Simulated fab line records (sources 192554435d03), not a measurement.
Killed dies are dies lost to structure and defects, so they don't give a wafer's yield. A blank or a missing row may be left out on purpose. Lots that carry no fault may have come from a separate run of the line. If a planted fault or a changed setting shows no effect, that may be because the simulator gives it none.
Code-filled problem report in 8D (eight disciplines) form :: flow n5_finfet :: the parts of the form that need people (team, actions taken, sign-off) are left out

1. PROBLEM STATEMENT
bias_w at N5_BEOL_M8_ETCH_61 reads a mean of 39.42 W on 6 wafers of 2 lots; wafers without a fault read 36.02 W with a standard deviation of 0.12. That is +28 standard deviations from the usual mean.
The step: etches SiARC in CF4, target depth 45.5 nm, time 75.8 s.
Seen first at day 10 21:08 on rie_diel-01, wafer L269.2. Wafers with a number at this step in the record: 33, from 11 lots. Rule for "out" (also "out of limits"): further than 4 standard deviations from the usual mean. The rest of the wafers with a number are treated as sound.

2. WHAT IT IS, AND WHAT IT ISN'T
question: which readings at this step
is: bias_w, rf_vpp_V
is not: etch_rf_on_time_s, oes_product_au, showerhead_plenum_p_Torr

question: which lots
is: L269, L270
is not: L262, L267, L273, L274, L276, L280, L281, L282, L283

question: which wafers of those lots
is: all that have a number
is not: -

question: read on which tools
is: rie_diel-01
is not: rie_diel-02, rie_diel-06

question: when
is: from day 10 21:08
is not: up to then (6 sound wafers); but 21 sound wafers of L273, L274, L276, L280, L281, L282, L283 came after

3. SUSPECTS, AND WHAT RULES EACH OUT
Counting: any tool at a process step up to the reading is kept as a suspect provided that every lot that is out went through it and no sound lot did after the first of them.
- rie_diel-01 at N5_BEOL_M8_ETCH_61 (etches SiARC in CF4, target depth 45.5 nm, time 75.8 s): ruled out as a lasting fault. The sound lots L280 went through it after L269, its earliest lot that is out (day 10 21:08).
Left after counting: nothing in the record.

4. THE CAUSE (what the simulator had put in)
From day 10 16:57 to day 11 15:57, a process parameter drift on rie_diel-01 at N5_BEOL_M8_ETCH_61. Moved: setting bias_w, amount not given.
Counting ruled it out, wrongly.

5. SEQUENCE OF EFFECTS, ordered by route
Rows list readings where the struck wafers' mean (over those with a number) sits beyond 3 standard deviations from the usual. Readings are gone through only where the record gives a usual standard deviation; hours: the median, over the lots, of the time from a lot's start at the first step in this table giving one to that lot's start at this step; sigmas: the change measured in usual standard deviations.
hours: 0
step: N5_BEOL_M8_ETCH_61
reading: bias_w
usual: 36.02 W
on struck wafers: 39.42
change: +3.40
sigmas: +28

hours: 0
step: N5_BEOL_M8_ETCH_61
reading: rf_vpp_V
usual: 184.0 V
on struck wafers: 194.2
change: +10.2
sigmas: +8.5
It contains these process steps:
- N5_BEOL_M8_ETCH_61: etches SiARC in CF4, target depth 45.5 nm, time 75.8 s.

6. HOW IT WOULD HAVE BEEN CAUGHT EARLIER
First out-of-limits reading in this record: day 10 21:08, which is 4 hours after fault onset at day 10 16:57.
